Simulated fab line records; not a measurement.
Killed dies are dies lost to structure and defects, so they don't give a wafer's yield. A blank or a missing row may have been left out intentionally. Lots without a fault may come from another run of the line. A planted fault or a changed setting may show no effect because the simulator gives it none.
Which tool is to blame? | flow n5_finfet | route of 1938 steps, sampled at 1 step: 24 lots, 72 wafers

WHAT THE GAUGES READ, wafer by wafer
N5_HKMG_FIN_INSPECT_28: inspects for defects (darkfield).
lot  | measured     | on                | raw_defect_count
L074 | day 4 07:42  | defect_inspect-01 | 53 63 76
L075 | day 4 20:42  | defect_inspect-01 | 97 47 71
L076 | day 4 20:54  | defect_inspect-01 | 40 39 23
L077 | day 5 02:47  | defect_inspect-01 | 39 17 34
L078 | day 5 08:08  | defect_inspect-01 | 27 24 33
L079 | day 5 15:10  | defect_inspect-02 | 28 34 22
L080 | day 5 21:07  | defect_inspect-01 | 29 42 42
L081 | day 6 02:03  | defect_inspect-01 | 20 35 25
L082 | day 6 08:09  | defect_inspect-02 | 29 87 63
L083 | day 6 12:55  | defect_inspect-01 | 46 59 47
L084 | day 6 19:22  | defect_inspect-01 | 38 39 50
L085 | day 7 03:01  | defect_inspect-02 | 41 50 43
L086 | day 7 08:32  | defect_inspect-02 | 25 39 45
L087 | day 7 13:59  | defect_inspect-01 | 31 60 26
L088 | day 7 19:58  | defect_inspect-01 | 79 22 35
L089 | day 8 02:59  | defect_inspect-02 | 57 46 47
L090 | day 8 06:34  | defect_inspect-02 | 51 34 49
L091 | day 8 15:25  | defect_inspect-01 | 52 41 25
L092 | day 8 18:54  | defect_inspect-02 | 42 52 35
L093 | day 9 10:55  | defect_inspect-02 | 29 29 23
L094 | day 9 20:28  | defect_inspect-01 | 27 26 37
L095 | day 9 20:48  | defect_inspect-02 | 32 35 50
L096 | day 10 07:11 | defect_inspect-02 | 28 30 27
L097 | day 10 08:22 | defect_inspect-01 | 28 48 36

EACH LOT AND THE TOOL THAT RAN IT (in order: tool; ch and the chambers of the sampled wafers; start)
No process step before these readings appears in the record.

AS READ BY THE TOOLS THEMSELVES (means over the sampled wafers that have a number; for cases with no such wafer, the mark the record gives instead)
The record holds no such reading with a usual standard deviation.

THE ANSWER, worked out from the rows above alone
Rule: the usual values come from the lots themselves. The widest of any qualifying gaps counts: lots, ordered by their means at a reading, are off when they make up no more than a third of the lots, leave a main group of 4 or more, and stand apart from it by 3 or more times the standard deviation of that group's means. If all means in a main group match to the digits the tables above print for the reading, that group is not used. Also off: a lot with no number at a reading for which 4 or more lots have one. All remaining lots with rows at the step are treated as sound. Order of review: gauges by route order, followed by the tools' own readings, for which a lot's mean as printed above is used. At the first step where some lot is off, the reading lying furthest off is the one used; lots without a number count as furthest.
Across all readings shown, no lot is off: no conclusion can be drawn from this.

WHAT WAS PUT IN BY THE SIMULATOR
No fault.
